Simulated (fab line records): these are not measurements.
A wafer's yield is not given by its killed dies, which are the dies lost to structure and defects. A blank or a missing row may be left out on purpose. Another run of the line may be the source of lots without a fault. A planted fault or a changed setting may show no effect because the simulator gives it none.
Chamber matching :: flow nand_harc :: 3 sister chambers for NHARC_P_M1_PRE_CLEAN_32 on pecvd-02
The step time 12 s. 36 wafers are shown with their chamber, then 12 later ones without.

## WAFERS PAIRED WITH THEIR CHAMBERS
wafer: L076.3
chamber: 0
heater_power_w (W): 695

wafer: L076.4
chamber: 0
heater_power_w (W): 702

wafer: L076.5
chamber: 2
heater_power_w (W): 737

wafer: L075.2
chamber: 2
heater_power_w (W): 768

wafer: L075.4
chamber: 0
heater_power_w (W): 724

wafer: L075.6
chamber: 2
heater_power_w (W): 797

wafer: L083.1
chamber: 1
heater_power_w (W): 600

wafer: L083.3
chamber: 0
heater_power_w (W): 636

wafer: L083.5
chamber: 0
heater_power_w (W): 619

wafer: L086.1
chamber: 2
heater_power_w (W): 649

wafer: L086.3
chamber: 1
heater_power_w (W): 647

wafer: L086.6
chamber: 1
heater_power_w (W): 663

wafer: L086.2
chamber: 0
heater_power_w (W): 672

wafer: L086.4
chamber: 2
heater_power_w (W): 658

wafer: L086.5
chamber: 0
heater_power_w (W): 685

wafer: L084.1
chamber: 2
heater_power_w (W): 697

wafer: L084.2
chamber: 0
heater_power_w (W): 696

wafer: L084.4
chamber: 2
heater_power_w (W): 698

wafer: L085.1
chamber: 2
heater_power_w (W): 723

wafer: L085.3
chamber: 1
heater_power_w (W): 599

wafer: L085.5
chamber: 2
heater_power_w (W): 735

wafer: L085.2
chamber: 0
heater_power_w (W): 660

wafer: L085.4
chamber: 0
heater_power_w (W): 673

wafer: L085.6
chamber: 1
heater_power_w (W): 592

wafer: L088.1
chamber: 2
heater_power_w (W): 736

wafer: L088.2
chamber: 1
heater_power_w (W): 648

wafer: L088.5
chamber: 2
heater_power_w (W): 725

wafer: L088.3
chamber: 0
heater_power_w (W): 657

wafer: L088.4
chamber: 1
heater_power_w (W): 655

wafer: L088.6
chamber: 0
heater_power_w (W): 649

wafer: L089.2
chamber: 2
heater_power_w (W): 743

wafer: L089.3
chamber: 0
heater_power_w (W): 619

wafer: L089.4
chamber: 1
heater_power_w (W): 591

wafer: L089.1
chamber: 1
heater_power_w (W): 596

wafer: L089.5
chamber: 2
heater_power_w (W): 732

wafer: L089.6
chamber: 0
heater_power_w (W): 634

SIGNATURES, as means of the wafers listed above
reading: heater_power_w
chamber 0: 665.79
chamber 1: 621.22
chamber 2: 722.92
scatter within a chamber: 35.1
Rule: a wafer lies at a distance from a chamber equal to the root of the sum of squares, over the readings, of (its reading less the chamber's mean, divided by the reading's scatter). The wafer belongs to the nearest chamber; if the next one is less than 2 further off, it can't be placed. How the scatter is found: for the shown wafers, subtract from each reading the mean of its chamber, square and add these, divide the total by (wafers less chambers), then take the root.

## WAFERS WITHOUT THEIR CHAMBER
wafer: L090.1
heater_power_w (W): 674

wafer: L090.2
heater_power_w (W): 677

wafer: L090.3
heater_power_w (W): 567

wafer: L092.1
heater_power_w (W): 742

wafer: L092.3
heater_power_w (W): 654

wafer: L092.4
heater_power_w (W): 663

wafer: L094.1
heater_power_w (W): 660

wafer: L094.2
heater_power_w (W): 650

wafer: L094.5
heater_power_w (W): 665

wafer: L095.2
heater_power_w (W): 606

wafer: L095.4
heater_power_w (W): 731

wafer: L095.6
heater_power_w (W): 635

## THE CHAMBER EACH PASSED THROUGH
wafer: L090.1
from the rows above: can't be placed: 0 or 2 or 1
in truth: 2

wafer: L090.2
from the rows above: can't be placed: 0 or 2 or 1
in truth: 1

wafer: L090.3
from the rows above: can't be placed: 1 or 0
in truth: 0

wafer: L092.1
from the rows above: can't be placed: 2 or 0
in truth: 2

wafer: L092.3
from the rows above: can't be placed: 0 or 1 or 2
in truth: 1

wafer: L092.4
from the rows above: can't be placed: 0 or 1 or 2
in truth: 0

wafer: L094.1
from the rows above: can't be placed: 0 or 1 or 2
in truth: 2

wafer: L094.2
from the rows above: can't be placed: 0 or 1 or 2
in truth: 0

wafer: L094.5
from the rows above: can't be placed: 0 or 1 or 2
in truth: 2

wafer: L095.2
from the rows above: can't be placed: 1 or 0
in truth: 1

wafer: L095.4
from the rows above: can't be placed: 2 or 0
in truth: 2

wafer: L095.6
from the rows above: can't be placed: 1 or 0
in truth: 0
0 of 12 placed correctly. From these rows, 12 cannot be placed; in 12 the true chamber is one of the candidates. Wrongly placed: 0.
